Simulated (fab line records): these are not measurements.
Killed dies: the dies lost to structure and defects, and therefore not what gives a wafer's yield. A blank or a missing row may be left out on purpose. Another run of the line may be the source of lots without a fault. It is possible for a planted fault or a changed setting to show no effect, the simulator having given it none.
Chamber matching | flow n5-finfet | ald-metal-03 running N5_MOL_CONTACT_COAG_ALD_20: 4 sister chambers
The step deposits TiN, target thk 1.5 nm, pulse time 1 s, purge time 3 s. 14 wafers are shown with their chamber, then 7 later ones without.

== WAFERS WITH THEIR CHAMBER ==
wafer  | chamber | heater-power-w (W) | precursor-pulse-height-rel
L075.1 | 1       | 1014               | 1.004
L075.4 | 3       | 814                | 0.971
L075.5 | 1       | 1019               | 1.021
L076.1 | 3       | 800                | 0.994
L076.2 | 1       | 989                | 0.992
L076.4 | 0       | 919                | 0.994
L080.3 | 3       | 805                | 1.011
L080.5 | 3       | 812                | 1.010
L080.6 | 2       | 939                | 1.017
L082.1 | 2       | 941                | 0.947
L082.4 | 0       | 885                | 1.022
L082.5 | 1       | 1036               | 1.000
L085.1 | 2       | 955                | 0.995
L085.5 | 2       | 973                | 1.006

SIGNATURES (averages over the wafers above)
reading                    | chamber 0 | chamber 1 | chamber 2 | chamber 3 | scatter within a chamber
heater-power-w             | 902.00    | 1014.50   | 952.00    | 807.75    | 16
precursor-pulse-height-rel | 1.00800   | 1.00425   | 0.99125   | 0.99650   | 0.0218
Rule: a wafer lies at a distance from a chamber equal to the root of the sum of squares, over the readings, of (its reading less the chamber's mean, divided by the reading's scatter). The wafer belongs to the nearest chamber; if the next one is less than 2 further off, it can't be placed. The scatter: take each reading less its chamber's mean, square it, sum over the shown wafers, divide by the number of wafers less the number of chambers, and take the root.

== WAFERS WITH NO CHAMBER GIVEN ==
wafer  | heater-power-w (W) | precursor-pulse-height-rel
L085.6 | 803                | 0.987
L090.3 | 963                | 1.044
L090.5 | 813                | 0.987
L090.6 | 926                | 0.976
L097.1 | 948                | 0.982
L097.2 | 997                | 1.020
L097.3 | 817                | 0.969

== EACH ONE'S CHAMBER ==
wafer  | from the rows above          | in truth
L085.6 | 3                            | 3
L090.3 | can't be placed: 2 or 1 or 0 | 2
L090.5 | 3                            | 3
L090.6 | can't be placed: 2 or 0      | 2
L097.1 | 2                            | 2
L097.2 | can't be placed: 1 or 2      | 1
L097.3 | 3                            | 3
Correct placement for 4 of the 7. Cannot be placed on the basis of these rows: 3; the candidates contain the true chamber in 3. Number placed wrongly: 0.
